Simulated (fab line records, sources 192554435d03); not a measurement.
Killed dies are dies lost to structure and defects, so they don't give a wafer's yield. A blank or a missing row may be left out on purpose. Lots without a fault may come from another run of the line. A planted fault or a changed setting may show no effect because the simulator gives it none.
Which tool did it? | flow n5_finfet | 24 lots, 72 wafers sampled, at 5 steps of a route of 1938

WHAT THE GAUGES READ, wafer by wafer
N5_MOL_CONTACT_COAG_INSPECT_97: inspects for defects (darkfield). Usual: raw_defect_count 44, standard deviation 18.
lot  | measured     | on                | raw_defect_count | flag
L074 | day 5 09:39  | defect_inspect-02 | 42 29 90         |
L075 | day 5 12:37  | defect_inspect-01 | 27 73 18         |
L076 | day 5 18:14  | defect_inspect-02 | 30 64 42         |
L077 | day 6 06:13  | defect_inspect-01 | 54 30 34         |
L078 | day 6 12:11  | defect_inspect-02 | 29 24 38         |
L079 | day 6 19:57  | defect_inspect-02 | 86 50 62         |
L080 | day 7 06:25  | defect_inspect-01 | 41 45 59         |
L081 | day 7 10:22  | defect_inspect-01 | 47 60 61         |
L082 | day 7 13:23  | defect_inspect-02 | 47 31 25         |
L083 | day 7 16:46  | defect_inspect-02 | 61 61 45         |
L084 | day 7 20:40  | defect_inspect-01 | 34 25 24         |
L085 | day 8 01:28  | defect_inspect-01 | 61 42 49         |
L086 | day 8 08:47  | defect_inspect-02 | 20 45 61         |
L087 | day 8 14:22  | defect_inspect-01 | 55 32 25         |
L088 | day 8 17:23  | defect_inspect-01 | 44 52 27         |
L089 | day 9 01:12  | defect_inspect-02 | 73 67 75         |
L090 | day 9 04:18  | defect_inspect-01 | 31 43 37         |
L091 | day 9 12:44  | defect_inspect-02 | 41 44 39         |
L092 | day 9 22:45  | defect_inspect-01 | 38 31 26         |
L093 | day 10 01:44 | defect_inspect-01 | 16 62 23         |
L094 | day 10 14:19 | defect_inspect-02 | 63 39 20         |
L095 | day 10 17:20 | defect_inspect-02 | 25 47 25         |
L096 | day 10 20:19 | defect_inspect-01 | 19 37 43         |
L097 | day 11 05:59 | defect_inspect-02 | 32 71 37         |

WHICH TOOL RAN EACH LOT (tool, then ch and the chambers of the sampled wafers, then the start)
lot  | N5_MOL_CONTACT_COAG_PRE_CLEAN_142 | N5_MOL_CONTACT_COAG_ETCHBACK_132   | N5_MOL_CONTACT_COAG_VIA_ETCH_46    | N5_MOL_CONTACT_COAG_ETCH_66
L074 | pvd_sputter-01, day 4 22:48       | rie_diel-04 ch 0,1,3, day 5 03:52  | rie_diel-04 ch 0,1,3, day 5 04:01  | rie_diel-04 ch 1,3, day 5 04:53
L075 | pvd_sputter-01, day 5 01:42       | rie_diel-01 ch 0,1,2, day 5 06:49  | rie_diel-01 ch 0,1,2, day 5 06:59  | rie_diel-05 ch 0,2,3, day 5 07:56
L076 | pvd_sputter-03, day 5 08:19       | rie_diel-01 ch 0,2,3, day 5 12:35  | rie_diel-01 ch 0,2,3, day 5 12:44  | rie_diel-05 ch 0,1,2, day 5 13:34
L077 | pvd_sputter-02, day 5 19:44       | rie_diel-05 ch 0,1,2, day 6 00:29  | rie_diel-05 ch 0,1,2, day 6 00:39  | rie_diel-05 ch 0,1,3, day 6 01:29
L078 | pvd_sputter-01, day 6 01:34       | rie_diel-01 ch 0,1,2, day 6 06:04  | rie_diel-01 ch 0,1,2, day 6 06:14  | rie_diel-04 ch 0,3, day 6 07:04
L079 | pvd_sputter-02, day 6 09:13       | rie_diel-05 ch 1,2,3, day 6 14:03  | rie_diel-05 ch 1,2,3, day 6 14:13  | rie_diel-04 ch 1,2, day 6 15:02
L080 | pvd_sputter-01, day 6 19:29       | rie_diel-05 ch 1,2,3, day 7 00:07  | rie_diel-05 ch 1,2,3, day 7 00:17  | rie_diel-05 ch 1,2, day 7 01:14
L081 | pvd_sputter-01, day 6 23:07       | rie_diel-04 ch 0,2,3, day 7 04:28  | rie_diel-04 ch 0,2,3, day 7 04:37  | rie_diel-05 ch 0,1,2, day 7 05:27
L082 | pvd_sputter-01, day 7 02:25       | rie_diel-04 ch 0,2,3, day 7 06:49  | rie_diel-04 ch 0,2,3, day 7 06:58  | rie_diel-05 ch 1,2, day 7 07:49
L083 | pvd_sputter-03, day 7 06:23       | rie_diel-04 ch 0,1,2, day 7 10:47  | rie_diel-04 ch 0,1,2, day 7 10:57  | rie_diel-01 ch 0,2,3, day 7 11:54
L084 | pvd_sputter-01, day 7 09:46       | rie_diel-01 ch 0,2, day 7 14:53    | rie_diel-01 ch 0,2, day 7 15:02    | rie_diel-01 ch 1,2, day 7 16:02
L085 | pvd_sputter-01, day 7 14:22       | rie_diel-01 ch 0,1,3, day 7 19:31  | rie_diel-01 ch 0,1,3, day 7 19:40  | rie_diel-04 ch 0,1,3, day 7 20:51
L086 | pvd_sputter-01, day 7 21:56       | rie_diel-01 ch 0,2,3, day 8 02:56  | rie_diel-01 ch 0,2,3, day 8 03:05  | rie_diel-01 ch 0,3, day 8 04:03
L087 | pvd_sputter-02, day 8 03:36       | rie_diel-01 ch 0,1,2, day 8 08:44  | rie_diel-01 ch 0,1,2, day 8 08:54  | rie_diel-04 ch 0,1,3, day 8 09:46
L088 | pvd_sputter-02, day 8 06:04       | rie_diel-04 ch 0,2,3, day 8 10:28  | rie_diel-04 ch 0,2,3, day 8 10:37  | rie_diel-01 ch 2,3, day 8 11:45
L089 | pvd_sputter-02, day 8 14:17       | rie_diel-01 ch 0,1,3, day 8 18:52  | rie_diel-01 ch 0,1,3, day 8 19:01  | rie_diel-04 ch 0,2,3, day 8 19:59
L090 | pvd_sputter-01, day 8 17:41       | rie_diel-04 ch 0,1,3, day 8 22:11  | rie_diel-04 ch 0,1,3, day 8 22:21  | rie_diel-05 ch 1,2, day 8 23:18
L091 | pvd_sputter-03, day 9 02:26       | rie_diel-04 ch 0,1,3, day 9 06:50  | rie_diel-04 ch 0,1,3, day 9 07:00  | rie_diel-05 ch 0,1,2, day 9 07:58
L092 | pvd_sputter-01, day 9 12:19       | rie_diel-04 ch 0,1, day 9 17:07    | rie_diel-04 ch 0,1, day 9 17:16    | rie_diel-01 ch 1,2, day 9 18:08
L093 | pvd_sputter-01, day 9 14:37       | rie_diel-05 ch 1,2, day 9 19:06    | rie_diel-05 ch 1,2, day 9 19:15    | rie_diel-01 ch 2,3, day 9 20:13
L094 | pvd_sputter-03, day 10 03:49      | rie_diel-01 ch 1,2,3, day 10 08:13 | rie_diel-01 ch 1,2,3, day 10 08:22 | rie_diel-04 ch 0,2,3, day 10 09:42
L095 | pvd_sputter-03, day 10 04:41      | rie_diel-04 ch 0,2, day 10 10:10   | rie_diel-04 ch 0,2, day 10 10:19   | rie_diel-05 ch 1,2,3, day 10 11:20
L096 | pvd_sputter-01, day 10 08:38      | rie_diel-05 ch 0,1,2, day 10 12:54 | rie_diel-05 ch 0,1,2, day 10 13:04 | rie_diel-04 ch 0,1,3, day 10 14:49
L097 | pvd_sputter-02, day 10 18:47      | rie_diel-01 ch 0,1, day 10 23:45   | rie_diel-01 ch 0,1, day 10 23:55   | rie_diel-04 ch 0,2,3, day 11 01:04
- N5_MOL_CONTACT_COAG_PRE_CLEAN_142: time 60 s.
- N5_MOL_CONTACT_COAG_ETCHBACK_132: etches SiO2 in CHF3, target depth 10 nm, time 6.7 s.
- N5_MOL_CONTACT_COAG_VIA_ETCH_46: etches SiO2 in C4F6/O2, target depth 46 nm, overetch 9.2 nm, time 40 s.
- N5_MOL_CONTACT_COAG_ETCH_66: etches SiARC in CF4, target depth 13 nm, time 21.7 s.

WHAT THE TOOLS THEMSELVES READ (means of the sampled wafers that have a number; where no wafer has one, the mark that the record gives instead)
N5_MOL_CONTACT_COAG_PRE_CLEAN_142. Usual: heater_power_w 463 W, standard deviation 41; susceptor_temp_C 299.97 C, standard deviation 0.19.
lot  | tool           | heater_power_w (W) | susceptor_temp_C (C) | flag
L074 | pvd_sputter-01 | 465                | 299.87               |
L075 | pvd_sputter-01 | 440                | 300.04               |
L076 | pvd_sputter-03 | 412                | 300.05               |
L077 | pvd_sputter-02 | 474                | 299.91               |
L078 | pvd_sputter-01 | 450                | 299.99               |
L079 | pvd_sputter-02 | 513                | 300.14               |
L080 | pvd_sputter-01 | 463                | 300.11               |
L081 | pvd_sputter-01 | 460                | 299.92               |
L082 | pvd_sputter-01 | 465                | 300.05               |
L083 | pvd_sputter-03 | 433                | 300.05               |
L084 | pvd_sputter-01 | 466                | 299.93               |
L085 | pvd_sputter-01 | 468                | 299.75               |
L086 | pvd_sputter-01 | 446                | 300.28               |
L087 | pvd_sputter-02 | 523                | 300.12               |
L088 | pvd_sputter-02 | 519                | 299.89               |
L089 | pvd_sputter-02 | 474                | 299.86               |
L090 | pvd_sputter-01 | 460                | 299.98               |
L091 | pvd_sputter-03 | 421                | 299.87               |
L092 | pvd_sputter-01 | 462                | 299.79               |
L093 | pvd_sputter-01 | 451                | 299.89               |
L094 | pvd_sputter-03 | 440                | 299.98               |
L095 | pvd_sputter-03 | 431                | 300.02               |
L096 | pvd_sputter-01 | 460                | 300.07               |
L097 | pvd_sputter-02 | 521                | 300.10               |

N5_MOL_CONTACT_COAG_ETCHBACK_132. Usual: drypump_motor_current_A 5.6 A, standard deviation 0.53; oes_product_au 0.77 a.u., standard deviation 0.077; rf_vpp_V 526 V, standard deviation 16; showerhead_plenum_p_Torr 2.39 Torr, standard deviation 0.057; throttle_valve_pct 18.57 %, standard deviation 0.18.
lot  | tool        | drypump_motor_current_A (A) | oes_product_au (a.u.) | rf_vpp_V (V) | showerhead_plenum_p_Torr (Torr) | throttle_valve_pct (%) | flag
L074 | rie_diel-04 | 6.2                         | 0.80                  | 524          | 2.42                            | 18.64                  |
L075 | rie_diel-01 | 5.3                         | 0.74                  | 531          | 2.39                            | 18.69                  |
L076 | rie_diel-01 | 5.5                         | 0.78                  | 523          | 2.33                            | 18.57                  |
L077 | rie_diel-05 | 5.7                         | 0.83                  | 523          | 2.39                            | 18.47                  |
L078 | rie_diel-01 | 5.2                         | 0.72                  | 532          | 2.38                            | 18.70                  |
L079 | rie_diel-05 | 5.7                         | 0.87                  | 527          | 2.37                            | 18.41                  |
L080 | rie_diel-05 | 5.7                         | 0.87                  | 527          | 2.37                            | 18.43                  |
L081 | rie_diel-04 | 5.8                         | 0.72                  | 522          | 2.40                            | 18.50                  |
L082 | rie_diel-04 | 5.7                         | 0.72                  | 522          | 2.40                            | 18.51                  |
L083 | rie_diel-04 | 5.6                         | 0.78                  | 539          | 2.40                            | 18.62                  |
L084 | rie_diel-01 | 5.4                         | 0.72                  | 534          | 2.35                            | 18.75                  |
L085 | rie_diel-01 | 5.4                         | 0.77                  | 525          | 2.39                            | 18.59                  |
L086 | rie_diel-01 | 5.5                         | 0.76                  | 523          | 2.33                            | 18.60                  |
L087 | rie_diel-01 | 5.3                         | 0.71                  | 531          | 2.38                            | 18.72                  |
L088 | rie_diel-04 | 5.7                         | 0.71                  | 523          | 2.40                            | 18.51                  |
L089 | rie_diel-01 | 5.4                         | 0.77                  | 525          | 2.39                            | 18.60                  |
L090 | rie_diel-04 | 6.2                         | 0.76                  | 524          | 2.41                            | 18.68                  |
L091 | rie_diel-04 | 6.2                         | 0.76                  | 525          | 2.41                            | 18.68                  |
L092 | rie_diel-04 | 6.0                         | 0.75                  | 534          | 2.39                            | 18.78                  |
L093 | rie_diel-05 | 6.1                         | 0.82                  | 515          | 2.36                            | 18.43                  |
L094 | rie_diel-01 | 5.3                         | 0.74                  | 521          | 2.35                            | 18.57                  |
L095 | rie_diel-04 | 5.4                         | 0.69                  | 533          | 2.37                            | 18.64                  |
L096 | rie_diel-05 | 5.7                         | 0.80                  | 522          | 2.38                            | 18.51                  |
L097 | rie_diel-01 | 5.2                         | 0.72                  | 533          | 2.44                            | 18.75                  |

N5_MOL_CONTACT_COAG_VIA_ETCH_46. Usual: drypump_motor_current_A 5.6 A, standard deviation 0.53; oes_product_au 0.69 a.u., standard deviation 0.068; rf_vpp_V 1592 V, standard deviation 45; showerhead_plenum_p_Torr 2.85 Torr, standard deviation 0.068; throttle_valve_pct 40.6 %, standard deviation 0.4.
lot  | tool        | drypump_motor_current_A (A) | oes_product_au (a.u.) | rf_vpp_V (V) | showerhead_plenum_p_Torr (Torr) | throttle_valve_pct (%) | flag
L074 | rie_diel-04 | 6.2                         | 0.71                  | 1587         | 2.89                            | 40.5                   |
L075 | rie_diel-01 | 5.3                         | 0.66                  | 1609         | 2.85                            | 40.9                   |
L076 | rie_diel-01 | 5.5                         | 0.69                  | 1581         | 2.78                            | 40.6                   |
L077 | rie_diel-05 | 5.7                         | 0.75                  | 1581         | 2.86                            | 40.8                   |
L078 | rie_diel-01 | 5.3                         | 0.65                  | 1610         | 2.85                            | 40.9                   |
L079 | rie_diel-05 | 5.7                         | 0.78                  | 1595         | 2.83                            | 40.7                   |
L080 | rie_diel-05 | 5.7                         | 0.79                  | 1596         | 2.82                            | 40.7                   |
L081 | rie_diel-04 | 5.7                         | 0.65                  | 1585         | 2.87                            | 40.4                   |
L082 | rie_diel-04 | 5.7                         | 0.65                  | 1585         | 2.87                            | 40.4                   |
L083 | rie_diel-04 | 5.7                         | 0.70                  | 1630         | 2.87                            | 40.8                   |
L084 | rie_diel-01 | 5.4                         | 0.64                  | 1614         | 2.81                            | 41.0                   |
L085 | rie_diel-01 | 5.4                         | 0.70                  | 1589         | 2.86                            | 40.6                   |
L086 | rie_diel-01 | 5.4                         | 0.67                  | 1582         | 2.77                            | 40.6                   |
L087 | rie_diel-01 | 5.3                         | 0.65                  | 1607         | 2.84                            | 40.9                   |
L088 | rie_diel-04 | 5.7                         | 0.64                  | 1583         | 2.87                            | 40.4                   |
L089 | rie_diel-01 | 5.4                         | 0.69                  | 1590         | 2.85                            | 40.6                   |
L090 | rie_diel-04 | 6.2                         | 0.67                  | 1587         | 2.88                            | 40.5                   |
L091 | rie_diel-04 | 6.2                         | 0.68                  | 1587         | 2.88                            | 40.5                   |
L092 | rie_diel-04 | 5.9                         | 0.66                  | 1617         | 2.86                            | 40.8                   |
L093 | rie_diel-05 | 6.1                         | 0.74                  | 1562         | 2.82                            | 40.8                   |
L094 | rie_diel-01 | 5.3                         | 0.67                  | 1575         | 2.81                            | 40.6                   |
L095 | rie_diel-04 | 5.5                         | 0.62                  | 1613         | 2.84                            | 40.7                   |
L096 | rie_diel-05 | 5.7                         | 0.71                  | 1581         | 2.84                            | 40.8                   |
L097 | rie_diel-01 | 5.2                         | 0.64                  | 1615         | 2.91                            | 40.9                   |

N5_MOL_CONTACT_COAG_ETCH_66. Usual: drypump_motor_current_A 5.6 A, standard deviation 0.56; etch_rf_on_time_s 22.0 s, standard deviation 0.59; oes_product_au 0.67 a.u., standard deviation 0.072; rf_vpp_V 183.9 V, standard deviation 0.99; showerhead_plenum_p_Torr 2.14 Torr, standard deviation 0.045; throttle_valve_pct 15.43 %, standard deviation 0.15.
lot  | tool        | drypump_motor_current_A (A) | etch_rf_on_time_s (s) | oes_product_au (a.u.) | rf_vpp_V (V) | showerhead_plenum_p_Torr (Torr) | throttle_valve_pct (%) | flag
L074 | rie_diel-04 | 6.5                         | 21.4                  | 0.69                  | 184.5        | 2.20                            | 15.45                  |
L075 | rie_diel-05 | 5.3                         | 22.1                  | 0.64                  | 184.0        | 2.16                            | 15.54                  |
L076 | rie_diel-05 | 5.7                         | 21.9                  | 0.71                  | 183.4        | 2.16                            | 15.34                  |
L077 | rie_diel-05 | 5.7                         | 22.3                  | 0.77                  | 184.0        | 2.14                            | 15.35                  |
L078 | rie_diel-04 | 6.0                         | 21.6                  | 0.60                  | 184.2        | 2.15                            | 15.56                  |
L079 | rie_diel-04 | 5.4                         | 22.8                  | 0.68                  | 184.8        | 2.15                            | 15.30                  |
L080 | rie_diel-05 | 5.7                         | 21.7                  | 0.70                  | 184.8        | 2.14                            | 15.30                  |
L081 | rie_diel-05 | 5.7                         | 21.9                  | 0.70                  | 183.7        | 2.15                            | 15.36                  |
L082 | rie_diel-05 | 5.7                         | 21.9                  | 0.69                  | 183.6        | 2.14                            | 15.29                  |
L083 | rie_diel-01 | 5.5                         | 21.8                  | 0.65                  | 183.4        | 2.10                            | 15.49                  |
L084 | rie_diel-01 | 5.1                         | 21.9                  | 0.62                  | 184.4        | 2.16                            | 15.50                  |
L085 | rie_diel-04 | 6.2                         | 21.6                  | 0.66                  | 183.5        | 2.17                            | 15.55                  |
L086 | rie_diel-01 | 5.6                         | 21.5                  | 0.70                  | 183.5        | 2.11                            | 15.40                  |
L087 | rie_diel-04 | 6.2                         | 21.8                  | 0.65                  | 183.7        | 2.17                            | 15.55                  |
L088 | rie_diel-01 | 5.5                         | 21.6                  | 0.69                  | 183.1        | 2.07                            | 15.35                  |
L089 | rie_diel-04 | 5.7                         | 22.1                  | 0.60                  | 183.9        | 2.16                            | 15.45                  |
L090 | rie_diel-05 | 5.7                         | 21.6                  | 0.68                  | 183.6        | 2.14                            | 15.32                  |
L091 | rie_diel-05 | 5.7                         | 21.9                  | 0.69                  | 184.0        | 2.15                            | 15.38                  |
L092 | rie_diel-01 | 5.2                         | 22.0                  | 0.61                  | 184.3        | 2.15                            | 15.53                  |
L093 | rie_diel-01 | 5.3                         | 21.6                  | 0.64                  | 182.7        | 2.06                            | 15.46                  |
L094 | rie_diel-04 | 5.7                         | 22.3                  | 0.60                  | 183.8        | 2.15                            | 15.47                  |
L095 | rie_diel-05 | 5.6                         | 22.2                  | 0.71                  | 182.8        | 2.12                            | 15.34                  |
L096 | rie_diel-04 | 6.2                         | 21.6                  | 0.64                  | 183.7        | 2.16                            | 15.58                  |
L097 | rie_diel-04 | 5.8                         | 22.0                  | 0.60                  | 184.4        | 2.15                            | 15.48                  |

THE ANSWER, worked out from the rows above alone
Rule: a lot is off if the mean of its wafers that have a number lies more than 3 standard deviations from the usual mean. A lot without any number at a reading at which 4 lots or more have one is off too. The other lots that the step has rows for count as sound. The gauges are gone through in route order, then the tools' own readings, and for those a lot's mean is taken as printed above. The first step at which some lot is off is used, and at that step the reading that is off furthest; a lot without a number counts as furthest.
No lot is off at any reading shown: from this, nothing can be told.

WHAT THE SIMULATOR HAD PUT IN
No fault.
